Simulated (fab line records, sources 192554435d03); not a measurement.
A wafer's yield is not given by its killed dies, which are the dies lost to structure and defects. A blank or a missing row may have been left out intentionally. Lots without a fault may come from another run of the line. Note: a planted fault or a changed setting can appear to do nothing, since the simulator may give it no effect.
Which tool did it?	flow n5_finfet	Sampling: 11 lots, 33 wafers, 2 of 1938 route steps

== WHAT THE GAUGES READ, wafer by wafer ==
N5_BEOL_M13_CD_MEAS_17: the cd target is 190 nm.
lot	measured	on	cd_nm (nm)
L294	day 10 13:26	cd_sem-02	192.2 192.0 191.5
L295	day 11 07:43	cd_sem-01	191.5 190.7 190.4
L299	day 12 02:58	cd_sem-01	191.3 192.6 192.0
L300	day 12 06:44	cd_sem-02	192.3 193.2 191.3
L301	day 12 07:47	cd_sem-01	189.5 190.5 191.1
L302	day 12 19:26	cd_sem-03	188.4 189.6 188.2
L310	day 15 06:26	cd_sem-02	188.7 190.1 189.3
L312	day 15 19:33	cd_sem-02	190.2 191.0 190.8
L313	day 15 20:19	cd_sem-03	190.9 188.8 189.8
L311	day 15 21:56	cd_sem-03	190.1 190.2 192.6
L316	day 17 09:13	cd_sem-02	191.6 190.2 192.3

== TOOL THAT RAN EACH LOT (tool first, then ch and the chambers of the sampled wafers, then the start) ==
lot	N5_BEOL_M13_ETCH_59
L294	rie_diel-01 ch 0,3, day 10 12:56
L295	rie_diel-03 ch 2,3, day 11 07:14
L299	rie_diel-01 ch 0,1,3, day 12 02:28
L300	rie_diel-04 ch 0,1,2, day 12 06:15
L301	rie_diel-01 ch 1,3, day 12 07:17
L302	rie_diel-04 ch 0,3, day 12 18:56
L310	rie_diel-03 ch 2,3, day 15 05:56
L312	rie_diel-01 ch 0,2,3, day 15 19:02
L313	rie_diel-01 ch 0,3, day 15 19:49
L311	rie_diel-03 ch 1,2,3, day 15 21:26
L316	rie_diel-01 ch 0,1, day 17 08:43
- N5_BEOL_M13_ETCH_59: etches BARC in N2/H2, target depth 89 nm, overetch 26.7 nm, time 67.9 s.

== THE ANSWER, worked out from the rows above alone ==
Rule: the lots themselves supply what counts as usual. The widest of any qualifying gaps counts: lots, ordered by their means at a reading, are off when they make up no more than a third of the lots, leave a main group of 4 or more, and stand apart from it by 3 or more times the standard deviation of that group's means. The tables above print the reading to a certain number of digits; a main group whose means all agree to those digits is not used. Also off: a lot with no number at a reading for which 4 or more lots have one. Any other lot the step has rows for is counted as sound.
Nothing can be told from this: no lot is off at any reading shown.

== WHAT WAS PUT IN BY THE SIMULATOR ==
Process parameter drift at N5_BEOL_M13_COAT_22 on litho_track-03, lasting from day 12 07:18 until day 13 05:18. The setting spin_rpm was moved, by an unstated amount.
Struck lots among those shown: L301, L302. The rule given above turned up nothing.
